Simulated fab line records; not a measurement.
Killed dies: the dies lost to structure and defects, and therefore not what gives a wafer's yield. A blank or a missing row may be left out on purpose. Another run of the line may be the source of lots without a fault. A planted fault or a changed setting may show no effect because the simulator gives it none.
Comparing a struck lot with a sound one    flow nandHarc    14 out of 1159 route steps
Sound: these wafers, L810.2, L810.3, L810.6. Struck: wafer L818.6 (left out: L818.3, a lot-mate that was not struck); the cause follows at the end.
For every step that has rows: the tool of each side, followed by ch and its chambers, followed by its first start. Under that, the readings that differ: sound wafers    struck wafers    difference of the means    sigmas: that difference in standard deviations of wafers without a fault.
alike: readings with means less than 2 such deviations apart, plus words and numbers identical on both sides. not compared: withheld readings, readings lacking a value on some wafer, bounds such as >300 that could conceal the same value, and numbers that have no deviation in the record and whose values overlap.
A row with sigmas, a row that says differs or no value, or rows on one side alone: a step with any of these is where the two part. When numbers do not overlap yet have no deviation, they are printed without sigmas and do not part them. Lack of a reading on every wafer of one side parts them only where that side has two or more wafers.

first, 3 steps without rows for these wafers: NHARC_A_SLIT_EXPOSE_06 (exposes mask SLIT); NHARC_A_SLIT_PEB_07 (peb time 65 s); NHARC_A_SLIT_DEVELOP_08 (develop time 35 s).
NHARC_A_SLIT_CD_MEAS_09: target cd 300 nm.
  sound on cdSem-02 ch 0, day 17 09:37; struck on cdSem-03 ch 0, day 19 06:45
  alike: cdNm
NHARC_A_SLIT_OVL_MEAS_10:
  sound on overlay-02 at day 17 09:42; struck on overlay-02 at day 19 06:50
  alike: overlayXNm, overlayYNm
NHARC_A_SLIT_INSPECT_11:
  sound on defectInspect-02 at day 17 09:44; struck on defectInspect-01 at day 19 06:52
  alike: rawDefectCount
NHARC_A_SLIT_DESCUM_14: chemistry O2, time 3 s.
  sound on rieDiel-06 ch 0,2,3, day 17 09:49; struck on rieDiel-03 ch 2, day 19 06:57
reading                       sound           struck  difference  sigmas
drypumpMotorCurrentA (A)      5.4 5.8 5.3     6.4     +0.9        +2
showerheadPlenumPTorr (Torr)  2.01 2.04 1.83  1.78    -0.18       -2
  alike: oesProductAu, rfVppV, throttleValvePct
  not compared: rfHoursCounterH
NHARC_A_SLIT_ETCH_24: etches the open film in CF4/CHF3, target depth 121 nm, time 60.5 s.
  sound on rieDiel-06 ch 1,2,3, day 17 10:12; struck on rieDiel-03 ch 1, day 19 07:01
reading              sound              struck  difference  sigmas
oesProductAu (a.u.)  0.930 0.912 0.924  0.965   +0.043      +2
runLengthS (s)       81.5 81.5 81.5     82.3    +0.8        +2
  alike: chf3FlowSccm, drypumpMotorCurrentA, rfVppV, showerheadPlenumPTorr, throttleValvePct
  not compared: rfHoursCounterH
NHARC_A_SLIT_ETCH_15: etches the open film in O2/COS, target depth 3200 nm, time 832 s.
  sound on rieDiel-06 ch 1,2; struck on rieDiel-03 ch 3
reading                   sound              struck  difference  sigmas
drypumpMotorCurrentA (A)  6.3 5.3 6.4        5.0     -1.0        -3
rfVppV (V)                314.8 313.8 316.4  310.9   -4.1        -2
  alike: cosFlowSccm, oesProductAu, runLengthS, showerheadPlenumPTorr, throttleValvePct
  not compared: rfHoursCounterH
NHARC_A_SLIT_ETCH_17: etches the open film in C4F8/O2/Ar, time 1687.5 s, target depth 10100 nm.
  sound on harEtch-01 ch 1, day 17 11:08; struck on harEtch-02 ch 1, day 19 08:54
reading               sound                 struck  difference  sigmas
throttleValvePct (%)  32.048 32.060 32.054  32.029  -0.025      -3
  alike: drypumpMotorCurrentA, runLengthS, showerheadPlenumPTorr
  not compared: rfHoursCounterH
then, 2 steps without rows for these wafers: NHARC_A_SLIT_ETCH_26 (etches the open film in C4F8/O2/Ar, time 90 s, target depth 400 nm); NHARC_A_SLIT_STRIP_28 (strips in O2/COS).
NHARC_A_SLIT_ETCH_29: etches the open film in CF4/O2, target depth 100 nm, overetch 10 nm, time 55 s.
  sound on rieDiel-12 ch 1,3, day 17 12:58; struck on rieDiel-12 ch 1, day 19 10:31
reading         sound           struck  difference  sigmas
runLengthS (s)  76.1 76.5 76.1  67.2    -9.0        -27
  alike: drypumpMotorCurrentA, oesProductAu, rfVppV, showerheadPlenumPTorr, throttleValvePct
  not compared: rfHoursCounterH
NHARC_A_SLIT_STRIP_18: strips in O2.
  sound on rieDiel-12 ch 0,1,3; struck on rieDiel-12 ch 3
  alike: drypumpMotorCurrentA, oesProductAu, rfVppV, showerheadPlenumPTorr, throttleValvePct
  not compared: rfHoursCounterH

WHERE THEY PART
Last at NHARC_A_SLIT_ETCH_29 as far as this record goes, first at NHARC_A_SLIT_DESCUM_14. Later steps at which nothing parts them and some readings are alike: NHARC_A_SLIT_STRIP_18.

WHY: what the simulator had put in
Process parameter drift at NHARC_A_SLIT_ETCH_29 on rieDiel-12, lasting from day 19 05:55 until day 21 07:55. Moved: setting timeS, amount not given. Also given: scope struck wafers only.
